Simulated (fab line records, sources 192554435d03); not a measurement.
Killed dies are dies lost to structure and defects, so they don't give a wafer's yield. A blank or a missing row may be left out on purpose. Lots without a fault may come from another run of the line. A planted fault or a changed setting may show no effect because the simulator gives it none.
Chamber matching | flow n5_finfet | N5_GATE_CUT_STRIP_42 on rie_diel-03: 4 sister chambers
The step strips in O2. 24 wafers are shown with their chamber, then 12 later ones without.

WAFERS WITH THEIR CHAMBER
wafer  | chamber | showerhead_plenum_p_Torr (Torr) | drypump_motor_current_A (A) | throttle_valve_pct (%)
L075.1 | 1       | 2.01                            | 5.6                         | 16.91
L075.2 | 2       | 2.09                            | 6.5                         | 16.68
L075.3 | 0       | 2.14                            | 5.8                         | 16.69
L075.4 | 2       | 2.09                            | 6.6                         | 16.69
L075.5 | 0       | 2.14                            | 5.8                         | 16.68
L075.6 | 1       | 2.01                            | 5.6                         | 16.92
L077.4 | 1       | 2.01                            | 5.6                         | 16.93
L077.5 | 0       | 2.14                            | 5.8                         | 16.69
L077.6 | 1       | 2.01                            | 5.6                         | 16.93
L078.2 | 1       | 2.01                            | 5.6                         | 16.94
L078.4 | 2       | 2.09                            | 6.5                         | 16.70
L078.5 | 3       | 1.98                            | 5.5                         | 16.52
L082.1 | 2       | 2.09                            | 6.6                         | 16.72
L082.2 | 0       | 2.14                            | 5.9                         | 16.69
L082.3 | 1       | 2.01                            | 5.6                         | 16.94
L082.4 | 3       | 1.98                            | 5.5                         | 16.53
L082.5 | 0       | 2.14                            | 5.8                         | 16.67
L082.6 | 1       | 2.01                            | 5.6                         | 16.94
L086.3 | 2       | 2.09                            | 6.5                         | 16.72
L086.4 | 3       | 1.98                            | 5.5                         | 16.53
L086.6 | 1       | 2.00                            | 5.6                         | 16.94
L088.1 | 3       | 1.97                            | 5.5                         | 16.54
L088.2 | 0       | 2.13                            | 5.8                         | 16.70
L088.6 | 1       | 2.00                            | 5.6                         | 16.95

SIGNATURES (means of the wafers above)
reading                  | chamber 0 | chamber 1 | chamber 2 | chamber 3 | scatter within a chamber
showerhead_plenum_p_Torr | 2.1383    | 2.0078    | 2.0900    | 1.9775    | 0.00396
drypump_motor_current_A  | 5.817     | 5.600     | 6.540     | 5.500     | 0.0319
throttle_valve_pct       | 16.6867   | 16.9333   | 16.7020   | 16.5300   | 0.0127
Rule: a wafer's distance from a chamber is the root of the sum, over the readings, of the square of ((its reading less the chamber's mean) divided by the reading's scatter). The wafer belongs to the nearest chamber; if the next one is less than 2 further off, it can't be placed. The scatter: the root of (the sum of the squares of (reading less its chamber's mean) over the shown wafers, divided by (wafers less chambers)).

WAFERS WITHOUT THEIR CHAMBER
wafer  | showerhead_plenum_p_Torr (Torr) | drypump_motor_current_A (A) | throttle_valve_pct (%)
L089.2 | 2.13                            | 5.8                         | 16.71
L089.4 | 2.00                            | 5.6                         | 16.97
L089.5 | 1.97                            | 5.5                         | 16.53
L090.1 | 2.13                            | 5.9                         | 16.72
L090.2 | 2.00                            | 5.6                         | 16.96
L090.3 | 1.97                            | 5.5                         | 16.55
L092.1 | 2.00                            | 5.6                         | 16.97
L092.3 | 1.97                            | 5.5                         | 16.56
L092.4 | 2.13                            | 5.8                         | 16.73
L094.2 | 1.97                            | 5.5                         | 16.56
L094.3 | 2.00                            | 5.6                         | 16.96
L094.5 | 2.00                            | 5.6                         | 16.99

WHICH CHAMBER EACH WENT THROUGH
wafer  | from the rows above | in truth
L089.2 | 0                   | 0
L089.4 | 1                   | 1
L089.5 | 3                   | 3
L090.1 | 0                   | 0
L090.2 | 1                   | 1
L090.3 | 3                   | 3
L092.1 | 1                   | 1
L092.3 | 3                   | 3
L092.4 | 0                   | 0
L094.2 | 3                   | 3
L094.3 | 1                   | 1
L094.5 | 1                   | 1
Placed correctly: 12 of 12. Can't be placed from these rows: 0. Placed wrongly: 0.
